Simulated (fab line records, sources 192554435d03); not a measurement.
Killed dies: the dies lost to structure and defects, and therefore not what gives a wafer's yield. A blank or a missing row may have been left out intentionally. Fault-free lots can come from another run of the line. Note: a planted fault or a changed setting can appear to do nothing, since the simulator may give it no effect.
fab line records :: flow n5_finfet
[record]
  lots = 7
  wafers = 39
route steps=1938 shown DUMMY_GATE@237 SD_EPI_N@288 HKMG_FIN@406
start_h: the number of hours between the record's first day and the start of the first shown wafer of the lot :: wait_h: hours since the lot's step before :: " as in the row above :: L1.1+2: a row that stands for several wafers :: - either no value or no given start :: * or withheld: withheld :: < > ~ a bound
route shown NAME@n: NAME is a module with steps in the file, n the number in the route of the first one :: usual: mean/standard deviation of fault-free wafers :: same: alike in all rows :: chamber/n: place in a boat :: sites: each site's reading :: _std_site: standard deviation of those values :: _edge_site: inner sites' mean taken away from outer sites' mean :: radius_mm: for every site, how far away it sits from the centre of the wafer :: mask NAME#n: copy n :: behind: the most recent tool/chamber to have shaped the wafer :: hold: the reason the lot was held/the length of the hold in hours/how it ended :: device: the n, p or np transistor that did not switch :: end of line: at the end of the route, the tests of the same wafers :: a step without rows: its recipe alone :: killed: not the wafer's yield, but the dies lost to structure and defects at the first sort :: map: per-die view of a wafer (x killed, . not killed, _ where there is no die)
set.NAME: the run value of the setting; set.NAME@STEP: its run value at that earlier step :: model.NAME: the simulator's own value behind a step, which no gauge read
lots with deliberately changed settings; one table per step, one row per wafer
[[steps]]
[step N5_DUMMY_GATE_ETCH_37]
[recipe]
  chemistry = N2/H2
  target = SOC
  target_depth_a = 600
  overetch_a = 300
  temp_c = 40
  ion_energy_ev = 200
  pressure_mtorr = 30
  source_w = 840
  bias_w = 150
  n2_flow_sccm = 200
  h2_flow_sccm = 200
[usual]
  rf_vpp_V = 524.1/2.2
lot.wafer: L080.1
tool: rie_diel-04
chamber: 0
start_h: 81.91
wait_h: 0.0
set.source_w: 840
rf_vpp_V: 524.7

lot.wafer: L080.2
tool: rie_diel-04
chamber: 3
start_h: 81.91
wait_h: 0.0
set.source_w: 922.8
rf_vpp_V: 505.3

lot.wafer: L080.3
tool: rie_diel-04
chamber: 1
start_h: 81.91
wait_h: 0.0
set.source_w: 840
rf_vpp_V: 527.0

lot.wafer: L080.4
tool: rie_diel-04
chamber: 2
start_h: 81.91
wait_h: 0.0
set.source_w: 840
rf_vpp_V: 522.4

lot.wafer: L080.5
tool: rie_diel-04
chamber: 3
start_h: 81.91
wait_h: 0.0
set.source_w: 922.8
rf_vpp_V: 504.4

lot.wafer: L080.6
tool: rie_diel-04
chamber: 0
start_h: 81.91
wait_h: 0.0
set.source_w: 922.8
rf_vpp_V: 506.4

lot.wafer: L081.1
tool: rie_diel-04
chamber: 1
start_h: 91.67
wait_h: 0.0
set.source_w: 840
rf_vpp_V: 526.5

lot.wafer: L081.2
tool: rie_diel-04
chamber: 3
start_h: 91.67
wait_h: 0.0
set.source_w: 840
rf_vpp_V: 520.8

lot.wafer: L081.3
tool: rie_diel-04
chamber: 0
start_h: 91.67
wait_h: 0.0
set.source_w: 840
rf_vpp_V: 523.1

lot.wafer: L081.4
tool: rie_diel-04
chamber: 2
start_h: 91.67
wait_h: 0.0
set.source_w: 840
rf_vpp_V: 522.3

lot.wafer: L081.5
tool: rie_diel-04
chamber: 1
start_h: 91.67
wait_h: 0.0
set.source_w: 840
rf_vpp_V: 525.8

lot.wafer: L081.6
tool: rie_diel-04
chamber: 2
start_h: 91.67
wait_h: 0.0
set.source_w: 840
rf_vpp_V: 522.9

lot.wafer: L082.1
tool: rie_diel-05
chamber: 2
start_h: 93.84
wait_h: 0.0
set.source_w: 752.1
rf_vpp_V: 544.1

lot.wafer: L082.2
tool: rie_diel-05
chamber: 1
start_h: 93.84
wait_h: 0.0
set.source_w: 752.1
rf_vpp_V: 544.2

lot.wafer: L082.3
tool: rie_diel-05
chamber: 0
start_h: 93.84
wait_h: 0.0
set.source_w: 840
rf_vpp_V: 523.3

lot.wafer: L082.4
tool: rie_diel-05
chamber: 3
start_h: 93.84
wait_h: 0.0
set.source_w: 840
rf_vpp_V: 519.5

lot.wafer: L082.5
tool: rie_diel-05
chamber: 2
start_h: 93.84
wait_h: 0.0
set.source_w: 840
rf_vpp_V: 524.6

lot.wafer: L082.6
tool: rie_diel-05
chamber: 1
start_h: 93.84
wait_h: 0.0
set.source_w: 752.1
rf_vpp_V: 545.7

lot.wafer: L085.1
tool: rie_diel-02
chamber: 0
start_h: 115.04
wait_h: 0.0
set.source_w: 763.7
rf_vpp_V: 537.9

lot.wafer: L085.2
tool: rie_diel-02
chamber: 1
start_h: 115.04
wait_h: 0.0
set.source_w: 840
rf_vpp_V: 526.6

lot.wafer: L085.3
tool: rie_diel-02
chamber: 3
start_h: 115.04
wait_h: 0.0
set.source_w: 840
rf_vpp_V: 522.9

lot.wafer: L085.4
tool: rie_diel-02
chamber: 2
start_h: 115.04
wait_h: 0.0
set.source_w: 840
rf_vpp_V: 524.2

lot.wafer: L085.5
tool: rie_diel-02
chamber: 0
start_h: 115.04
wait_h: 0.0
set.source_w: 763.7
rf_vpp_V: 537.0

lot.wafer: L085.6
tool: rie_diel-02
chamber: 1
start_h: 115.04
wait_h: 0.0
set.source_w: 763.7
rf_vpp_V: 543.8

lot.wafer: L089.1
tool: rie_diel-02
chamber: 2
start_h: 141.62
wait_h: 0.0
set.source_w: 788.1
rf_vpp_V: 536.6

lot.wafer: L089.2
tool: rie_diel-02
chamber: 3
start_h: 141.62
wait_h: 0.0
set.source_w: 840
rf_vpp_V: 523.1

lot.wafer: L089.3
tool: rie_diel-02
chamber: 1
start_h: 141.62
wait_h: 0.0
set.source_w: 788.1
rf_vpp_V: 536.2

lot.wafer: L089.4
tool: rie_diel-02
chamber: 0
start_h: 141.62
wait_h: 0.0
set.source_w: 840
rf_vpp_V: 518.9

lot.wafer: L089.5
tool: rie_diel-02
chamber: 3
start_h: 141.62
wait_h: 0.0
set.source_w: 788.1
rf_vpp_V: 533.1

lot.wafer: L089.6
tool: rie_diel-02
chamber: 2
start_h: 141.62
wait_h: 0.0
set.source_w: 840
rf_vpp_V: 526.7

lot.wafer: L091.2
tool: rie_diel-04
chamber: 3
start_h: 149.53
wait_h: 0.0
set.source_w: 840
rf_vpp_V: 520.8

lot.wafer: L091.4
tool: rie_diel-04
chamber: 2
start_h: 149.53
wait_h: 0.0
set.source_w: 840
rf_vpp_V: 522.8

lot.wafer: L091.5
tool: rie_diel-04
chamber: 1
start_h: 149.53
wait_h: 0.0
set.source_w: 840
rf_vpp_V: 526.7

lot.wafer: L097.1
tool: rie_diel-05
chamber: 0
start_h: 184.64
wait_h: 0.0
set.source_w: 747.1
rf_vpp_V: 546.0

lot.wafer: L097.2
tool: rie_diel-05
chamber: 2
start_h: 184.64
wait_h: 0.0
set.source_w: 840
rf_vpp_V: 522.3

lot.wafer: L097.3
tool: rie_diel-05
chamber: 1
start_h: 184.64
wait_h: 0.0
set.source_w: 840
rf_vpp_V: 524.9

lot.wafer: L097.4
tool: rie_diel-05
chamber: 3
start_h: 184.64
wait_h: 0.0
set.source_w: 840
rf_vpp_V: 528.3

lot.wafer: L097.5
tool: rie_diel-05
chamber: 3
start_h: 184.64
wait_h: 0.0
set.source_w: 747.1
rf_vpp_V: 549.6

lot.wafer: L097.6
tool: rie_diel-05
chamber: 0
start_h: 184.64
wait_h: 0.0
set.source_w: 747.1
rf_vpp_V: 544.6
[step N5_SD_EPI_N_EPI_21]
[recipe]
  material = Si:P
  dopant = P
  temp_c = 680
  pressure_torr = 255
  time_s = 690
lot.wafer: L080.1
tool: epi_rpcvd-02
chamber: 0
start_h: 86.89
wait_h: 0.2
set.pressure_torr: 282.5
model.Si-P_of_SD_EPI_N_EPI_21.thk_nm: 61.6

lot.wafer: L080.2
tool: epi_rpcvd-02
chamber: 0
start_h: 86.89
wait_h: 0.2
set.pressure_torr: 282.5
model.Si-P_of_SD_EPI_N_EPI_21.thk_nm: 61

lot.wafer: L080.3+4+6
tool: epi_rpcvd-02
chamber: 0
start_h: 86.89
wait_h: 0.2
set.pressure_torr: 282.5
model.Si-P_of_SD_EPI_N_EPI_21.thk_nm: 60.2

lot.wafer: L080.5
tool: epi_rpcvd-02
chamber: 0
start_h: 86.89
wait_h: 0.2
set.pressure_torr: 282.5
model.Si-P_of_SD_EPI_N_EPI_21.thk_nm: 60.4

lot.wafer: L081.1
tool: epi_rpcvd-01
chamber: 0
start_h: 96.40
wait_h: 0.2
set.pressure_torr: 255
model.Si-P_of_SD_EPI_N_EPI_21.thk_nm: 60.4

lot.wafer: L081.2
tool: epi_rpcvd-01
chamber: 0
start_h: 96.40
wait_h: 0.2
set.pressure_torr: 255
model.Si-P_of_SD_EPI_N_EPI_21.thk_nm: 60

lot.wafer: L081.3
tool: epi_rpcvd-01
chamber: 0
start_h: 96.40
wait_h: 0.2
set.pressure_torr: 255
model.Si-P_of_SD_EPI_N_EPI_21.thk_nm: 59.8

lot.wafer: L081.4
tool: epi_rpcvd-01
chamber: 0
start_h: 96.40
wait_h: 0.2
set.pressure_torr: 255
model.Si-P_of_SD_EPI_N_EPI_21.thk_nm: 59.6

lot.wafer: L081.5
tool: epi_rpcvd-01
chamber: 0
start_h: 96.40
wait_h: 0.2
set.pressure_torr: 255
model.Si-P_of_SD_EPI_N_EPI_21.thk_nm: 59

lot.wafer: L081.6
tool: epi_rpcvd-01
chamber: 0
start_h: 96.40
wait_h: 0.2
set.pressure_torr: 255
model.Si-P_of_SD_EPI_N_EPI_21.thk_nm: 60.2

lot.wafer: L082.1+4+5
tool: epi_rpcvd-04
chamber: 0
start_h: 97.96
wait_h: 0.1
set.pressure_torr: 235
model.Si-P_of_SD_EPI_N_EPI_21.thk_nm: 56.6

lot.wafer: L082.2+6
tool: epi_rpcvd-04
chamber: 0
start_h: 97.96
wait_h: 0.1
set.pressure_torr: 235
model.Si-P_of_SD_EPI_N_EPI_21.thk_nm: 57.4

lot.wafer: L082.3
tool: epi_rpcvd-04
chamber: 0
start_h: 97.96
wait_h: 0.1
set.pressure_torr: 235
model.Si-P_of_SD_EPI_N_EPI_21.thk_nm: 56.8

lot.wafer: L085.1
tool: epi_rpcvd-01
chamber: 0
start_h: 119.34
wait_h: 0.2
set.pressure_torr: 255
model.Si-P_of_SD_EPI_N_EPI_21.thk_nm: 58.8

lot.wafer: L085.2+3
tool: epi_rpcvd-01
chamber: 0
start_h: 119.34
wait_h: 0.2
set.pressure_torr: 255
model.Si-P_of_SD_EPI_N_EPI_21.thk_nm: 59.2

lot.wafer: L085.4
tool: epi_rpcvd-01
chamber: 0
start_h: 119.34
wait_h: 0.2
set.pressure_torr: 255
model.Si-P_of_SD_EPI_N_EPI_21.thk_nm: 59.4

lot.wafer: L085.5
tool: epi_rpcvd-01
chamber: 0
start_h: 119.34
wait_h: 0.2
set.pressure_torr: 255
model.Si-P_of_SD_EPI_N_EPI_21.thk_nm: 58.6

lot.wafer: L085.6
tool: epi_rpcvd-01
chamber: 0
start_h: 119.34
wait_h: 0.2
set.pressure_torr: 255
model.Si-P_of_SD_EPI_N_EPI_21.thk_nm: 58.2

lot.wafer: L089.1
tool: epi_rpcvd-04
chamber: 0
start_h: 145.82
wait_h: 0.1
set.pressure_torr: 222.9
model.Si-P_of_SD_EPI_N_EPI_21.thk_nm: 56.8

lot.wafer: L089.2+3
tool: epi_rpcvd-04
chamber: 0
start_h: 145.82
wait_h: 0.1
set.pressure_torr: 222.9
model.Si-P_of_SD_EPI_N_EPI_21.thk_nm: 56.2

lot.wafer: L089.4
tool: epi_rpcvd-04
chamber: 0
start_h: 145.82
wait_h: 0.1
set.pressure_torr: 222.9
model.Si-P_of_SD_EPI_N_EPI_21.thk_nm: 57

lot.wafer: L089.5
tool: epi_rpcvd-04
chamber: 0
start_h: 145.82
wait_h: 0.1
set.pressure_torr: 222.9
model.Si-P_of_SD_EPI_N_EPI_21.thk_nm: 56.4

lot.wafer: L089.6
tool: epi_rpcvd-04
chamber: 0
start_h: 145.82
wait_h: 0.1
set.pressure_torr: 222.9
model.Si-P_of_SD_EPI_N_EPI_21.thk_nm: 56.6

lot.wafer: L091.2
tool: epi_rpcvd-01
chamber: 0
start_h: 153.65
wait_h: 0.4
set.pressure_torr: 255
model.Si-P_of_SD_EPI_N_EPI_21.thk_nm: 58.6

lot.wafer: L091.4
tool: epi_rpcvd-01
chamber: 0
start_h: 153.65
wait_h: 0.4
set.pressure_torr: 255
model.Si-P_of_SD_EPI_N_EPI_21.thk_nm: 58

lot.wafer: L091.5
tool: epi_rpcvd-01
chamber: 0
start_h: 153.65
wait_h: 0.4
set.pressure_torr: 255
model.Si-P_of_SD_EPI_N_EPI_21.thk_nm: 58.8

lot.wafer: L097.1
tool: epi_rpcvd-04
chamber: 0
start_h: 191.33
wait_h: 0.1
set.pressure_torr: 220.2
model.Si-P_of_SD_EPI_N_EPI_21.thk_nm: 56.8

lot.wafer: L097.2+5
tool: epi_rpcvd-04
chamber: 0
start_h: 191.33
wait_h: 0.1
set.pressure_torr: 220.2
model.Si-P_of_SD_EPI_N_EPI_21.thk_nm: 56

lot.wafer: L097.3
tool: epi_rpcvd-04
chamber: 0
start_h: 191.33
wait_h: 0.1
set.pressure_torr: 220.2
model.Si-P_of_SD_EPI_N_EPI_21.thk_nm: 56.6

lot.wafer: L097.4
tool: epi_rpcvd-04
chamber: 0
start_h: 191.33
wait_h: 0.1
set.pressure_torr: 220.2
model.Si-P_of_SD_EPI_N_EPI_21.thk_nm: 57

lot.wafer: L097.6
tool: epi_rpcvd-04
chamber: 0
start_h: 191.33
wait_h: 0.1
set.pressure_torr: 220.2
model.Si-P_of_SD_EPI_N_EPI_21.thk_nm: 56.4
[step N5_HKMG_FIN_ETCH_58]
[recipe]
  chemistry = N2/H2
  target = SOC
  target_depth_a = 2158
  ion_energy_ev = 50
  bias_w = 13
  time_s = 741
  pressure_mtorr = 30
  source_w = 875
  n2_flow_sccm = 200
  h2_flow_sccm = 200
[usual]
  rf_vpp_V = 98.9/0.9
lot.wafer: L080.1
tool: rie_diel-01
chamber: 3
start_h: 109.71
wait_h: 0.0
set.bias_w: 13
rf_vpp_V: 98.8

lot.wafer: L080.2
tool: rie_diel-01
chamber: 2
start_h: 109.71
wait_h: 0.0
set.bias_w: 13
rf_vpp_V: 99.3

lot.wafer: L080.3
tool: rie_diel-01
chamber: 0
start_h: 109.71
wait_h: 0.0
set.bias_w: 13.73
rf_vpp_V: 103.6

lot.wafer: L080.4
tool: rie_diel-01
chamber: 1
start_h: 109.71
wait_h: 0.0
set.bias_w: 13.73
rf_vpp_V: 102.6

lot.wafer: L080.5
tool: rie_diel-01
chamber: 2
start_h: 109.71
wait_h: 0.0
set.bias_w: 13.73
rf_vpp_V: 101.3

lot.wafer: L080.6
tool: rie_diel-01
chamber: 3
start_h: 109.71
wait_h: 0.0
set.bias_w: 13
rf_vpp_V: 99.7

lot.wafer: L081.1
tool: rie_diel-03
chamber: 3
start_h: 119.46
wait_h: 0.0
set.bias_w: 13
rf_vpp_V: 96.2

lot.wafer: L081.2
tool: rie_diel-03
chamber: 0
start_h: 119.46
wait_h: 0.0
set.bias_w: 13
rf_vpp_V: 99.2

lot.wafer: L081.3
tool: rie_diel-03
chamber: 2
start_h: 119.46
wait_h: 0.0
set.bias_w: 13
rf_vpp_V: 98.3

lot.wafer: L081.4
tool: rie_diel-03
chamber: 3
start_h: 119.46
wait_h: 0.0
set.bias_w: 13
rf_vpp_V: 98.6

lot.wafer: L081.5
tool: rie_diel-03
chamber: 2
start_h: 119.46
wait_h: 0.0
set.bias_w: 13
rf_vpp_V: 98.7

lot.wafer: L081.6
tool: rie_diel-03
chamber: 0
start_h: 119.46
wait_h: 0.0
set.bias_w: 13
rf_vpp_V: 98.5

lot.wafer: L082.1
tool: rie_diel-06
chamber: 2
start_h: 120.18
wait_h: 0.0
set.bias_w: 13
rf_vpp_V: 100.1

lot.wafer: L082.2
tool: rie_diel-06
chamber: 3
start_h: 120.18
wait_h: 0.0
set.bias_w: 13
rf_vpp_V: 99.1

lot.wafer: L082.3
tool: rie_diel-06
chamber: 1
start_h: 120.18
wait_h: 0.0
set.bias_w: 13
rf_vpp_V: 98.4

lot.wafer: L082.4
tool: rie_diel-06
chamber: 0
start_h: 120.18
wait_h: 0.0
set.bias_w: 13
rf_vpp_V: 98.4

lot.wafer: L082.5
tool: rie_diel-06
chamber: 0
start_h: 120.18
wait_h: 0.0
set.bias_w: 13
rf_vpp_V: 98.8

lot.wafer: L082.6
tool: rie_diel-06
chamber: 1
start_h: 120.18
wait_h: 0.0
set.bias_w: 13
rf_vpp_V: 100.1

lot.wafer: L085.1
tool: rie_diel-03
chamber: 0
start_h: 140.86
wait_h: 0.0
set.bias_w: 13
rf_vpp_V: 97.9

lot.wafer: L085.2
tool: rie_diel-03
chamber: 3
start_h: 140.86
wait_h: 0.0
set.bias_w: 13
rf_vpp_V: 98.5

lot.wafer: L085.3
tool: rie_diel-03
chamber: 2
start_h: 140.86
wait_h: 0.0
set.bias_w: 13
rf_vpp_V: 99.0

lot.wafer: L085.4
tool: rie_diel-03
chamber: 1
start_h: 140.86
wait_h: 0.0
set.bias_w: 13
rf_vpp_V: 99.2

lot.wafer: L085.5
tool: rie_diel-03
chamber: 2
start_h: 140.86
wait_h: 0.0
set.bias_w: 13
rf_vpp_V: 99.1

lot.wafer: L085.6
tool: rie_diel-03
chamber: 1
start_h: 140.86
wait_h: 0.0
set.bias_w: 13
rf_vpp_V: 99.7

lot.wafer: L089.1
tool: rie_diel-03
chamber: 3
start_h: 168.45
wait_h: 0.0
set.bias_w: 13
rf_vpp_V: 98.5

lot.wafer: L089.2
tool: rie_diel-03
chamber: 0
start_h: 168.45
wait_h: 0.0
set.bias_w: 13
rf_vpp_V: 98.4

lot.wafer: L089.3
tool: rie_diel-03
chamber: 1
start_h: 168.45
wait_h: 0.0
set.bias_w: 13
rf_vpp_V: 99.9

lot.wafer: L089.4
tool: rie_diel-03
chamber: 1
start_h: 168.45
wait_h: 0.0
set.bias_w: 13
rf_vpp_V: 100.4

lot.wafer: L089.5
tool: rie_diel-03
chamber: 0
start_h: 168.45
wait_h: 0.0
set.bias_w: 13
rf_vpp_V: 98.1

lot.wafer: L089.6
tool: rie_diel-03
chamber: 3
start_h: 168.45
wait_h: 0.0
set.bias_w: 13
rf_vpp_V: 98.9

lot.wafer: L091.2
tool: rie_diel-01
chamber: 0
start_h: 177.43
wait_h: 0.0
set.bias_w: 13
rf_vpp_V: 99.3

lot.wafer: L091.4
tool: rie_diel-01
chamber: 3
start_h: 177.43
wait_h: 0.0
set.bias_w: 13
rf_vpp_V: 99.7

lot.wafer: L091.5
tool: rie_diel-01
chamber: 0
start_h: 177.43
wait_h: 0.0
set.bias_w: 13
rf_vpp_V: 99.2

lot.wafer: L097.1
tool: rie_diel-06
chamber: 2
start_h: 212.19
wait_h: 0.0
set.bias_w: 13
rf_vpp_V: 99.2

lot.wafer: L097.2
tool: rie_diel-06
chamber: 1
start_h: 212.19
wait_h: 0.0
set.bias_w: 13
rf_vpp_V: 97.8

lot.wafer: L097.3
tool: rie_diel-06
chamber: 3
start_h: 212.19
wait_h: 0.0
set.bias_w: 15.21
rf_vpp_V: 109.2

lot.wafer: L097.4
tool: rie_diel-06
chamber: 0
start_h: 212.19
wait_h: 0.0
set.bias_w: 13
rf_vpp_V: 99.5

lot.wafer: L097.5
tool: rie_diel-06
chamber: 3
start_h: 212.19
wait_h: 0.0
set.bias_w: 15.21
rf_vpp_V: 109.8

lot.wafer: L097.6
tool: rie_diel-06
chamber: 0
start_h: 212.19
wait_h: 0.0
set.bias_w: 15.21
rf_vpp_V: 109.4
[[key]]
[split]
  step = N5_DUMMY_GATE_ETCH_37
  setting = source_w
  stated = 840
  by = wafer
[response]
  step = N5_DUMMY_GATE_ETCH_37
  reading = rf_vpp_V
  change = -1.95
  per = 1%
  r = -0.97
[split]
  step = N5_SD_EPI_N_EPI_21
  setting = pressure_torr
  stated = 255
  by = lot
[response]
  step = N5_SD_EPI_N_EPI_21
  reading = model.Si-P_of_SD_EPI_N_EPI_21.thk_nm
  change = +0.185
  per = 1%
  r = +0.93
[split]
  step = N5_HKMG_FIN_ETCH_58
  setting = bias_w
  stated = 13
  by = wafer
[response]
  step = N5_HKMG_FIN_ETCH_58
  reading = rf_vpp_V
  change = +0.618
  per = 1%
  r = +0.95
